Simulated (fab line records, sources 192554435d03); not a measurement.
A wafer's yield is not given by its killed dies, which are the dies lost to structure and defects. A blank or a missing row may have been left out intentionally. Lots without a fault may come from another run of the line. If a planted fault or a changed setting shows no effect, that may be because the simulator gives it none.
Which tool was responsible? || flow n5-finfet || 9 lots with 26 wafers sampled at 5 steps, on a route of 1938 steps

== WHAT THE GAUGES READ, wafer by wafer ==
N5_BEOL_M4_RC_MEAS_101.
{"lot": "L889", "measured": "day 8 20:23", "on": "prober-02", "DIBL_N (mV/V)": "33.8 33.5 33.9"}
{"lot": "L890", "measured": "day 9 18:23", "on": "prober-02", "DIBL_N (mV/V)": "36.5 35.0 36.1"}
{"lot": "L892", "measured": "day 9 16:45", "on": "prober-01", "DIBL_N (mV/V)": "36.4 37.3 35.5"}
{"lot": "L894", "measured": "day 11 00:04", "on": "prober-02", "DIBL_N (mV/V)": "34.9 34.8 34.8"}
{"lot": "L897", "measured": "day 11 07:58", "on": "prober-02", "DIBL_N (mV/V)": "38.2 37.6 36.9"}
{"lot": "L899", "measured": "day 11 09:10", "on": "prober-01", "DIBL_N (mV/V)": "34.3 35.1 34.8"}
{"lot": "L902", "measured": "day 12 14:05", "on": "prober-02", "DIBL_N (mV/V)": "37.4 39.0 36.4"}
{"lot": "L905", "measured": "day 13 14:14", "on": "prober-02", "DIBL_N (mV/V)": "34.5 33.8 35.7"}
{"lot": "L909", "measured": "day 14 20:05", "on": "prober-01", "DIBL_N (mV/V)": "38.3 39.0"}

== WHICH TOOL RAN EACH LOT (tool, then ch and the chambers of the sampled wafers, then the start) ==
{"lot": "L889", "N5_FIN_CUT_DESCUM_13": "rie-diel-06 ch 0,1,3, day 2 15:42", "N5_STI_FIN_REVEAL_DENSIFY_30": "rtp-anneal-01 ch 0, day 2 22:28", "N5_DUMMY_GATE_EXPOSE_12": "euv-scanner-02 ch 0, day 3 10:13", "N5_DUMMY_GATE_ETCH_31": "rie-diel-03 ch 1,2, day 3 10:56"}
{"lot": "L890", "N5_FIN_CUT_DESCUM_13": "rie-diel-01 ch 0,1,2, day 2 21:04", "N5_STI_FIN_REVEAL_DENSIFY_30": "rtp-anneal-02 ch 0, day 3 04:03", "N5_DUMMY_GATE_EXPOSE_12": "euv-scanner-02 ch 0, day 3 18:02", "N5_DUMMY_GATE_ETCH_31": "rie-diel-01 ch 0,1,3, day 3 18:43"}
{"lot": "L892", "N5_FIN_CUT_DESCUM_13": "rie-diel-06 ch 0,2, day 3 08:53", "N5_STI_FIN_REVEAL_DENSIFY_30": "rtp-anneal-02 ch 0, day 3 15:59", "N5_DUMMY_GATE_EXPOSE_12": "euv-scanner-02 ch 0, day 4 03:53", "N5_DUMMY_GATE_ETCH_31": "rie-diel-06 ch 2,3, day 4 04:38"}
{"lot": "L894", "N5_FIN_CUT_DESCUM_13": "rie-diel-06 ch 0,3, day 3 20:48", "N5_STI_FIN_REVEAL_DENSIFY_30": "rtp-anneal-02 ch 0, day 4 04:14", "N5_DUMMY_GATE_EXPOSE_12": "euv-scanner-01 ch 0, day 4 15:52", "N5_DUMMY_GATE_ETCH_31": "rie-diel-01 ch 0,2,3, day 4 16:56"}
{"lot": "L897", "N5_FIN_CUT_DESCUM_13": "rie-diel-01 ch 0,1,3, day 4 14:30", "N5_STI_FIN_REVEAL_DENSIFY_30": "rtp-anneal-02 ch 0, day 5 00:33", "N5_DUMMY_GATE_EXPOSE_12": "euv-scanner-02 ch 0, day 5 13:27", "N5_DUMMY_GATE_ETCH_31": "rie-diel-01 ch 0,2, day 5 14:20"}
{"lot": "L899", "N5_FIN_CUT_DESCUM_13": "rie-diel-06 ch 1,2,3, day 5 09:16", "N5_STI_FIN_REVEAL_DENSIFY_30": "rtp-anneal-02 ch 0, day 5 16:02", "N5_DUMMY_GATE_EXPOSE_12": "euv-scanner-01 ch 0, day 6 03:56", "N5_DUMMY_GATE_ETCH_31": "rie-diel-06 ch 0,2,3, day 6 04:38"}
{"lot": "L902", "N5_FIN_CUT_DESCUM_13": "rie-diel-03 ch 0,2,3, day 5 22:46", "N5_STI_FIN_REVEAL_DENSIFY_30": "rtp-anneal-02 ch 0, day 6 05:16", "N5_DUMMY_GATE_EXPOSE_12": "euv-scanner-01 ch 0, day 6 17:11", "N5_DUMMY_GATE_ETCH_31": "rie-diel-03 ch 0,3, day 6 17:52"}
{"lot": "L905", "N5_FIN_CUT_DESCUM_13": "rie-diel-03 ch 1,2,3, day 6 14:37", "N5_STI_FIN_REVEAL_DENSIFY_30": "rtp-anneal-02 ch 0, day 6 21:25", "N5_DUMMY_GATE_EXPOSE_12": "euv-scanner-01 ch 0, day 7 09:46", "N5_DUMMY_GATE_ETCH_31": "rie-diel-03 ch 1,3, day 7 10:27"}
{"lot": "L909", "N5_FIN_CUT_DESCUM_13": "rie-diel-06 ch 0,2, day 7 14:25", "N5_STI_FIN_REVEAL_DENSIFY_30": "rtp-anneal-02 ch 0, day 7 21:02", "N5_DUMMY_GATE_EXPOSE_12": "euv-scanner-02 ch 0, day 8 08:49", "N5_DUMMY_GATE_ETCH_31": "rie-diel-03 ch 0,2, day 8 09:36"}
- N5_FIN_CUT_DESCUM_13: chemistry O2, time 7 s.
- N5_STI_FIN_REVEAL_DENSIFY_30
- N5_DUMMY_GATE_EXPOSE_12: exposes mask GATE, target cd 25 nm.
- N5_DUMMY_GATE_ETCH_31: etches SiO2 in C4F6/O2, target depth 82.5 nm, time 27.5 s.

== THE ANSWER, worked out from the rows above alone ==
Rule: usual is defined by the lots themselves. The widest of any qualifying gaps counts: lots, ordered by their means at a reading, are off when they make up no more than a third of the lots, leave a main group of 4 or more, and stand apart from it by 3 or more times the standard deviation of that group's means. If all means in a main group match to the digits the tables above print for the reading, that group is not used. A lot without any number at a reading at which 4 lots or more have one is off too. Any other lot the step has rows for is counted as sound.
None of the lots is off at any reading shown; this tells nothing.

== WHAT THE SIMULATOR HAD INSERTED ==
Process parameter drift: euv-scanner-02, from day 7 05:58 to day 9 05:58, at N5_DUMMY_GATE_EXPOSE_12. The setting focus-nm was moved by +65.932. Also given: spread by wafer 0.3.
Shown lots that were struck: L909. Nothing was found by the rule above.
